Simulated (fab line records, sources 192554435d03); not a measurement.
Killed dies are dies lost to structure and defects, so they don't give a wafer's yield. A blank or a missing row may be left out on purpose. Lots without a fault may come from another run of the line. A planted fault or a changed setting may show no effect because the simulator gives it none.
A struck lot beside a sound one | flow n5_finfet | 14 steps out of a route of 1938
Sound: wafers L677.3, L677.5. Struck: wafers L689.2, L689.4, L689.6. The cause comes at the end.
At each step with rows: each side's tool, then ch and its chambers, then its first start. Under that, the readings that differ: sound wafers | struck wafers | difference of the means | sigmas: that difference in standard deviations of wafers without a fault.
alike: readings whose means differ by less than 2 such deviations, and words and numbers that are the same on both sides. not compared: withheld readings, readings that some wafer has no value for, bounds like >300 that may hide the same value, and numbers for which the record gives no deviation and whose values overlap.
The two part at a step that has a row with sigmas, a row that says differs or no value, or rows on one side only. Numbers that don't overlap but have no deviation are shown without sigmas and don't part them. A reading that every wafer of one side lacks parts them only if that side has two wafers or more.

N5_BEOL_M14_THK_MEAS_50: measures by xrf.
  sound on film_metro-01, day 12 08:11; struck on film_metro-01, day 15 08:58
  alike: M14_THK
then, 1 step without rows for these wafers: N5_BEOL_M14_PRE_CLEAN_52 (time 15 s).
N5_BEOL_M14_DEP_53: deposits SiCN from 3MS/NH3, target thk 50 nm, time 17.8 s.
  sound on pecvd-04 ch 0,2, day 12 08:14; struck on pecvd-04 ch 0,2, day 15 09:02
  alike: showerhead_plenum_p_Torr, throttle_valve_pct
  not compared: since_wet_clean_h
N5_BEOL_M14_RS_MEAS_54: measures by four-point-probe.
  sound on film_metro-01, day 12 08:19; struck on film_metro-02, day 15 09:06
  alike: M14_RS
N5_BEOL_M14_INSPECT_55: inspects for defects (darkfield).
  sound on defect_inspect-01, day 12 08:20; struck on defect_inspect-01, day 15 09:07
  reading          | sound   | struck   | difference | sigmas
  raw_defect_count | 127 110 | 52 83 55 | -55        | -2
N5_BEOL_M15_ILD_DEP_00: deposits SiO2 from TEOS/O2, target thk 1629.3 nm, time 346.1 s.
  sound on pecvd-01 ch 1,2, day 12 08:22; struck on pecvd-03 ch 1,2, day 15 09:10
  alike: heater_power_w, showerhead_plenum_p_Torr, throttle_valve_pct
  not compared: since_wet_clean_h
N5_BEOL_M15_THK_MEAS_01:
  sound on film_metro-01, day 12 08:37; struck on film_metro-02, day 15 09:25
  alike: M15_ILD_THK
then, 5 steps without rows for these wafers: N5_BEOL_M15_COAT_58 (time 60 s, resist thk 89 nm); N5_BEOL_M15_COAT_04 (resist thk 800 nm); N5_BEOL_M15_EBR_06; N5_BEOL_M15_SOFTBAKE_05 (time 60 s); N5_BEOL_M15_EXPOSE_07 (exposes mask V14).
N5_BEOL_M15_PEB_08: peb time 90 s.
  sound on litho_track-01 ch 0, day 12 08:53; struck on litho_track-01, day 15 09:36
  no value came back on the struck wafers for chill_plate_temp_C (C), exhaust_pa (Pa); on the sound wafers chill_plate_temp_C (C) reads 22.87 23.11
then, 1 step without rows for these wafers: N5_BEOL_M15_DEVELOP_09 (develop time 45 s).

WHERE THEY PART
First at N5_BEOL_M14_INSPECT_55; last, within this record, at N5_BEOL_M15_PEB_08.

WHY: what the simulator had put in
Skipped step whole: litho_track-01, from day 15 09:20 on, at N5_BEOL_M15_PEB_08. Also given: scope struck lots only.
